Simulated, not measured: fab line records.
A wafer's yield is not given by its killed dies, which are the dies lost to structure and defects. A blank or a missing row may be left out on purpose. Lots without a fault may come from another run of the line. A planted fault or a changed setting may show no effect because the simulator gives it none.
What tool caused it? + flow nand-harc + 12 lots, 36 wafers sampled, at 3 steps of a route of 1302

## WHAT THE GAUGES SHOWED, per wafer
NHARC_A_ONON_D1_THK_MEAS_02: measures by ellipsometry.
| lot  | measured     | on            | thk-nm (nm)    |
|------|--------------|---------------|----------------|
| L075 | day 8 08:52  | film-metro-02 | 989 988 987    |
| L076 | day 9 02:13  | film-metro-02 | 1001 998 1001  |
| L079 | day 10 00:13 | film-metro-02 | 1005 1007 1004 |
| L081 | day 10 08:00 | film-metro-02 | 991 991 992    |
| L083 | day 11 06:28 | film-metro-02 | 979 981 980    |
| L085 | day 12 14:45 | film-metro-01 | 997 996 998    |
| L087 | day 13 20:12 | film-metro-02 | 1013 1012 1013 |
| L088 | day 13 20:13 | film-metro-01 | 986 986 986    |
| L091 | day 14 19:32 | film-metro-02 | 995 996 994    |
| L094 | day 15 20:10 | film-metro-01 | 984 983 983    |
| L095 | day 16 06:47 | film-metro-01 | 992 992 991    |
| L097 | day 17 18:28 | film-metro-02 | 1001 1001 1002 |

## EACH LOT AND THE TOOL THAT RAN IT (in order: tool; ch and the chambers of the sampled wafers; start)
| lot  | NHARC_P_BONDPAD_ETCH_37            | NHARC_P_BONDPAD_ACTIVATE_29        |
|------|------------------------------------|------------------------------------|
| L075 | rie-diel-01 ch 0,1,3, day 7 04:43  | rie-diel-07 ch 0,1,2, day 7 07:17  |
| L076 | rie-diel-01 ch 0,1, day 7 22:37    | rie-diel-01 ch 0,2, day 8 01:13    |
| L079 | rie-diel-07 ch 0,2,3, day 8 20:26  | rie-diel-01 ch 0,2, day 8 22:59    |
| L081 | rie-diel-02 ch 0,2,3, day 9 06:28  | rie-diel-07 ch 0,1,2, day 9 09:01  |
| L083 | rie-diel-07 ch 0,1, day 10 04:07   | rie-diel-07 ch 2,3, day 10 06:39   |
| L085 | rie-diel-07 ch 1,3, day 11 10:07   | rie-diel-02 ch 1,3, day 11 12:41   |
| L087 | rie-diel-01 ch 0,1,2, day 12 17:46 | rie-diel-01 ch 0,1, day 12 20:19   |
| L088 | rie-diel-01 ch 0,2,3, day 12 19:37 | rie-diel-07 ch 1,2, day 12 22:08   |
| L091 | rie-diel-02 ch 1,2,3, day 13 18:04 | rie-diel-01 ch 1,2,3, day 13 20:49 |
| L094 | rie-diel-02 ch 0,1, day 14 15:52   | rie-diel-01 ch 0,2,3, day 14 18:27 |
| L095 | rie-diel-02 ch 1,2,3, day 15 04:26 | rie-diel-01 ch 0,1,2, day 15 07:03 |
| L097 | rie-diel-07 ch 0,2, day 16 06:55   | rie-diel-01 ch 0,1, day 16 09:29   |
- NHARC_P_BONDPAD_ETCH_37: etches the open film in N2/H2, target depth 60 nm, overetch 18 nm, time 65.91 s.
- NHARC_P_BONDPAD_ACTIVATE_29: chemistry N2, time 60 s.

## THE ANSWER, worked out from the rows above alone
Rule: usual is defined by the lots themselves. Put in order of their means at a reading, lots are off if they are a third of the lots or fewer, leave a main group of 4 or more, and stand apart from it by a gap of 3 or more times the standard deviation of the main group's means; of several such gaps the widest counts. A main group whose means are all the same, to the digits that the tables above print for the reading, isn't used. Also off: a lot with no number at a reading for which 4 or more lots have one. All remaining lots with rows at the step are treated as sound.
Nothing can be told from this: no lot is off at any reading shown.

## WHAT WAS PUT IN BY THE SIMULATOR
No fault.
